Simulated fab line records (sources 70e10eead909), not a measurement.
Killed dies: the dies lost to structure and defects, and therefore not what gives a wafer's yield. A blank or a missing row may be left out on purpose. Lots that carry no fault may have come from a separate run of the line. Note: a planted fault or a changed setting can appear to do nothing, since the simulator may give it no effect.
Matching of chambers -- flow nandHarc -- NHARC_A_CHANNEL_FILL_D1_ETCHBACK_20 on rieDiel-01: 4 sister chambers
The step etches the open film in C4F8/O2/Ar, target depth 27 nm, time 13.5 s. 8 wafers are shown with their chamber, then 12 later ones without.

== WAFERS, EACH WITH ITS CHAMBER ==
wafer,chamber,rfVppV (V),oesProductAu (a.u.)
L081.4,2,969,0.93
L082.6,3,969,0.94
L083.2,2,970,0.94
L083.4,0,977,0.90
L083.6,1,970,0.93
L083.1,1,970,0.92
L083.3,3,971,0.92
L083.5,0,977,0.92

== WAFERS WITH NO CHAMBER GIVEN ==
wafer,rfVppV (V),oesProductAu (a.u.)
L086.2,972,0.93
L086.3,969,0.92
L086.6,970,0.91
L094.1,968,0.92
L094.2,977,0.91
L094.4,970,0.93
L095.2,971,1.00
L095.3,971,0.99
L095.6,972,1.00
L096.2,971,1.00
L096.4,970,0.98
L096.5,969,0.99

== WHICH CHAMBER EACH ONE RAN IN ==
wafer,from the rows above,in truth
L086.2,can't be placed: 3 or 1 or 2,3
L086.3,can't be placed: 1 or 2 or 3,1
L086.6,can't be placed: 1 or 3 or 2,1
L094.1,can't be placed: 2 or 1 or 3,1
L094.2,0,0
L094.4,can't be placed: 3 or 1 or 2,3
L095.2,can't be placed: 2 or 3 or 1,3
L095.3,can't be placed: 2 or 3 or 1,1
L095.6,can't be placed: 2 or 3 or 1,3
L096.2,can't be placed: 2 or 3 or 1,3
L096.4,can't be placed: 2 or 3 or 1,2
L096.5,can't be placed: 2 or 3 or 1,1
1 of 12 placed correctly. These rows do not allow placing 11 (true chamber among the candidates in 11). Number placed wrongly: 0.
How it was worked out, from the rows above alone: a wafer's distance from a chamber is the root of the sum, over the readings, of the square of ((its reading less the chamber's mean) divided by the reading's scatter). The wafer belongs to the nearest chamber; if the next one is less than 2 further off, it can't be placed. For every chamber, the mean is computed from those of its wafers that are shown. The scatter: the root of (the sum of the squares of (reading less its chamber's mean) over the shown wafers, divided by (wafers less chambers)).
